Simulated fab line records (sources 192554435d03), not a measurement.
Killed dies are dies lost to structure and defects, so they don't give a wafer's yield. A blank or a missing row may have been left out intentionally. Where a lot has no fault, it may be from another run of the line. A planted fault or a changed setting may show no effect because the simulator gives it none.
One fault through the eyes of 2 desks || flow n5 finfet || every desk sees just its own numbers, and what lay behind them comes last

## DESK OF THE TOOL OWNER: cvd co-01
The tool's own readings at N5_BEOL_M2_CVD_47 (deposits Co from CCTBA/H2, target thk 3 nm, time 223.8 s): means of the sampled wafers that have a number, for each lot that ran on this tool. Any lot whose mean is over 4 standard deviations away from the usual mean is out of limits and marked OUT; that distance is given in the brackets.
Columns: A = run length s at N5_BEOL_M2_CVD_47, usual 247.0 s
{"lot": "L510", "first seen here": "day 6 19:05", "A": 246.9}
{"lot": "L515", "first seen here": "day 7 23:22", "A": 247.1}
{"lot": "L519", "first seen here": "day 9 01:26", "A": 247.2}
{"lot": "L522", "first seen here": "day 9 14:22", "A": "359.3 (+99 or more) OUT"}
{"lot": "L523", "first seen here": "day 10 11:09", "A": "330.8 (+99 or more) OUT"}
{"lot": "L524", "first seen here": "day 10 15:26", "A": "330.9 (+99 or more) OUT"}
Finding of this desk: L522, L523, L524 out of limits; the first was L522 at day 9 14:22, on run length s at N5_BEOL_M2_CVD_47. L510, L515, L519 stayed within limits.

## METROLOGY DESK
What the gauges read for every lot (on any tool): the sampled wafers with a number, averaged. Any lot whose mean is over 4 standard deviations away from the usual mean is out of limits and marked OUT; that distance is given in the brackets. Only the readings that lie furthest out on some lot appear, 7 of the 10 it has.
Columns: A = IOFF_N at N5_BEOL_M4_RC_MEAS_101, usual 0.157 nA/um; B = IOFF_P at N5_BEOL_M4_RC_MEAS_101, usual 0.206 nA/um; C = ION_N at N5_BEOL_M4_RC_MEAS_101, usual 673 uA/um; D = ION_P at N5_BEOL_M4_RC_MEAS_101, usual 461 uA/um; E = SS_P at N5_BEOL_M4_RC_MEAS_101, usual 73.2 mV/dec; F = VT_N at N5_BEOL_M4_RC_MEAS_101, usual 249.9 mV; G = VT_P at N5_BEOL_M4_RC_MEAS_101, usual -250.6 mV
{"lot": "L510", "first seen here": "day 8 00:16", "A": 0.130, "B": 0.174, "C": 668, "D": 455, "E": 72.7, "F": 253.0, "G": -254.5}
{"lot": "L512", "first seen here": "day 8 10:10", "A": 0.152, "B": 0.209, "C": 662, "D": 457, "E": 73.6, "F": 252.5, "G": -251.4}
{"lot": "L515", "first seen here": "day 9 07:38", "A": 0.153, "B": 0.205, "C": 665, "D": 459, "E": 73.4, "F": 250.3, "G": -251.2}
{"lot": "L517", "first seen here": "day 9 13:46", "A": 0.191, "B": 0.251, "C": 675, "D": 464, "E": 73.9, "F": 247.7, "G": -247.4}
{"lot": "L519", "first seen here": "day 9 19:16", "A": 0.158, "B": 0.190, "C": 670, "D": 455, "E": 73.5, "F": 250.0, "G": -251.9}
{"lot": "L522", "first seen here": "day 10 21:08", "A": 0.165, "B": 0.212, "C": 675, "D": 459, "E": 73.0, "F": 250.7, "G": -252.1}
{"lot": "L523", "first seen here": "day 11 07:20", "A": 0.159, "B": 0.209, "C": 676, "D": 462, "E": 72.9, "F": 248.8, "G": -251.2}
{"lot": "L524", "first seen here": "day 11 11:57", "A": 0.209, "B": 0.270, "C": 692, "D": 472, "E": 73.4, "F": 245.6, "G": -245.2}
{"lot": "L530", "first seen here": "day 12 23:17", "A": 0.150, "B": 0.212, "C": 676, "D": 468, "E": 73.5, "F": 249.6, "G": -247.9}
{"lot": "L531", "first seen here": "day 13 01:10", "A": 0.143, "B": 0.208, "C": 675, "D": 468, "E": 72.8, "F": 250.0, "G": -247.3}
This desk found nothing out of limits on any of the 10 lots.

## ALL TOGETHER
An alarm could have come from the tool owner's desk at day 9 14:22, on L522, L523, L524.
The metrology desk saw nothing out of limits.
The metrology desk has L522, L523, L524 on record, within its limits.
All the named lots went through N5_BEOL_M2_CVD_47 on cvd co-01.

## WHAT WAS PUT IN BY THE SIMULATOR
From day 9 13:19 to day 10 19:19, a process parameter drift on cvd co-01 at N5_BEOL_M2_CVD_47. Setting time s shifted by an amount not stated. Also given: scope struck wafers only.
Shown lots that were struck: L522, L523, L524.
Time in hours from fault onset to the first out-of-limits reading at each desk: the tool owner's desk, 1.
